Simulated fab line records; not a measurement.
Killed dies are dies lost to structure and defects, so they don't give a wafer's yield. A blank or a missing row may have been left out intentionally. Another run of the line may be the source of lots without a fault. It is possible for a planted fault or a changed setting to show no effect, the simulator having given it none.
Split-lot experiment | flow n5 finfet | on a route of 1938 steps: 7 lots, 39 wafers read

SPLIT DETAILS
At N5_HKMG_FIN_ETCH_31 (etches SiARC in CF4, target depth 45.5 nm, time 75.8 s), the setting bias w was moved away from the recipe's 36 W on 15 of the 39 wafers read, by -18.6% to +7.1%. For the rest of the wafers, this setting stayed at what the recipe calls for.

The split's own step is where the reading is taken.

THE READING
rf vpp V, in V, at N5_HKMG_FIN_ETCH_31 (etches SiARC in CF4, target depth 45.5 nm, time 75.8 s). A value of 184.3 V with a standard deviation of 1.1 V is what fault-free wafers of this fab line usually give.

wafer  | tool, chamber at the split | bias w as run, W | against the recipe | rf vpp V, V | against lot-mates on the recipe
L078.1 | rie diel-04, 3             | 36               | recipe             | 183.5       | -
L078.2 | rie diel-04, 0             | 36               | recipe             | 183.6       | -
L078.3 | rie diel-04, 1             | 33.13            | -8.0%              | 175.5       | -8.8
L078.4 | rie diel-04, 3             | 33.13            | -8.0%              | 175.8       | -8.5
L078.5 | rie diel-04, 1             | 33.13            | -8.0%              | 174.3       | -10.0
L078.6 | rie diel-04, 0             | 36               | recipe             | 185.9       | -
L079.1 | rie diel-04, 0             | 36               | recipe             | 184.1       | -
L079.2 | rie diel-04, 2             | 36               | recipe             | 185.1       | -
L079.3 | rie diel-04, 3             | 36               | recipe             | 185.2       | -
L079.4 | rie diel-04, 2             | 36               | recipe             | 183.5       | -
L079.5 | rie diel-04, 0             | 36               | recipe             | 186.2       | -
L079.6 | rie diel-04, 3             | 36               | recipe             | 183.8       | -
L081.4 | rie diel-04, 2             | 36               | recipe             | 185.7       | -
L081.5 | rie diel-04, 1             | 36               | recipe             | 183.5       | -
L081.6 | rie diel-04, 0             | 36               | recipe             | 186.1       | -
L083.1 | rie diel-04, 2             | 36               | recipe             | 183.9       | -
L083.2 | rie diel-04, 3             | 36               | recipe             | 185.4       | -
L083.3 | rie diel-04, 0             | 29.99            | -16.7%             | 164.8       | -19.6
L083.4 | rie diel-04, 1             | 29.99            | -16.7%             | 165.0       | -19.4
L083.5 | rie diel-04, 0             | 29.99            | -16.7%             | 164.4       | -20.0
L083.6 | rie diel-04, 1             | 36               | recipe             | 183.9       | -
L084.1 | rie diel-04, 0             | 30.03            | -16.6%             | 163.7       | -20.6
L084.2 | rie diel-04, 1             | 30.03            | -16.6%             | 164.6       | -19.7
L084.3 | rie diel-04, 3             | 36               | recipe             | 184.3       | -
L084.4 | rie diel-04, 2             | 36               | recipe             | 185.2       | -
L084.5 | rie diel-04, 3             | 30.03            | -16.6%             | 164.1       | -20.2
L084.6 | rie diel-04, 0             | 36               | recipe             | 183.3       | -
L088.1 | rie diel-02, 3             | 38.55            | +7.1%              | 193.2       | +9.8
L088.2 | rie diel-02, 1             | 36               | recipe             | 185.6       | -
L088.3 | rie diel-02, 2             | 36               | recipe             | 183.7       | -
L088.4 | rie diel-02, 0             | 38.55            | +7.1%              | 190.4       | +7.0
L088.5 | rie diel-02, 3             | 38.55            | +7.1%              | 194.2       | +10.8
L088.6 | rie diel-02, 0             | 36               | recipe             | 180.9       | -
L094.1 | rie diel-06, 3             | 36               | recipe             | 183.6       | -
L094.2 | rie diel-06, 0             | 36               | recipe             | 183.9       | -
L094.3 | rie diel-06, 1             | 29.32            | -18.6%             | 163.4       | -20.9
L094.4 | rie diel-06, 2             | 29.32            | -18.6%             | 161.6       | -22.7
L094.5 | rie diel-06, 1             | 36               | recipe             | 185.4       | -
L094.6 | rie diel-06, 2             | 29.32            | -18.6%             | 160.9       | -23.4

THE FIT
A straight line over all 39 wafers: rf vpp V changes by +1.2 V for each +1% of bias w; r = +0.99; the points scatter about the line by 1.1 V.
The same after taking each lot's own level away (the mean of its wafers on the recipe; 39 wafers): +1.21 V for each +1%; r = +0.99; scatter 1.1 V.
The reading moves by 22 V for the largest change in bias w, on that fit.
The span of the lots' own levels, 183.40 to 185.10 V, comes to 1.5 times the standard deviation stated above.
Hence the lot-to-lot level has little effect on the slope; both slopes agree.
Check: -22.4 V against its lot-mates is what the line predicts for one of the wafers moved furthest among these (-18.6%) when that wafer is left out of the fit. It came out at -20.9 V against them.
Tool readings at the split's step, against how far the setting was moved: etch rf on time s r = -0.82; rf vpp V r = +0.99.

OTHER SPLITS APPLIED TO THESE WAFERS
Before the reading, these wafers also passed through other splits. Each is held against what the fit with the lots' levels taken away leaves over:
other split on the same wafers        | wafers away from the commonest value | r with rf vpp V (lot level and that fit taken away)
N5_WELL_APT_EPI_41 time s             | 9                                    | +0.07
N5_FIN_CUT_CUT_ETCH_15 target depth a | 12                                   | -0.05
N5_DUMMY_GATE_ETCH_32 time s          | 12                                   | +0.05
N5_SD_EPI_P_EPI_21 time s             | 9                                    | +0.04

THE WHOLE CHAIN: every reading that the file lists as answering this split, in the file's order
step                | what it does                                           | reading           | change (the file's fit)              | r (the file's)
N5_HKMG_FIN_ETCH_31 | etches SiARC in CF4, target depth 45.5 nm, time 75.8 s | etch rf on time s | withheld for each +1% of the setting | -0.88
N5_HKMG_FIN_ETCH_31 | etches SiARC in CF4, target depth 45.5 nm, time 75.8 s | rf vpp V          | +1.2 V for each +1% of the setting   | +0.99

FILE'S OWN FIT
rf vpp V changes by +1.2 V for each +1% of bias w, r = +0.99.
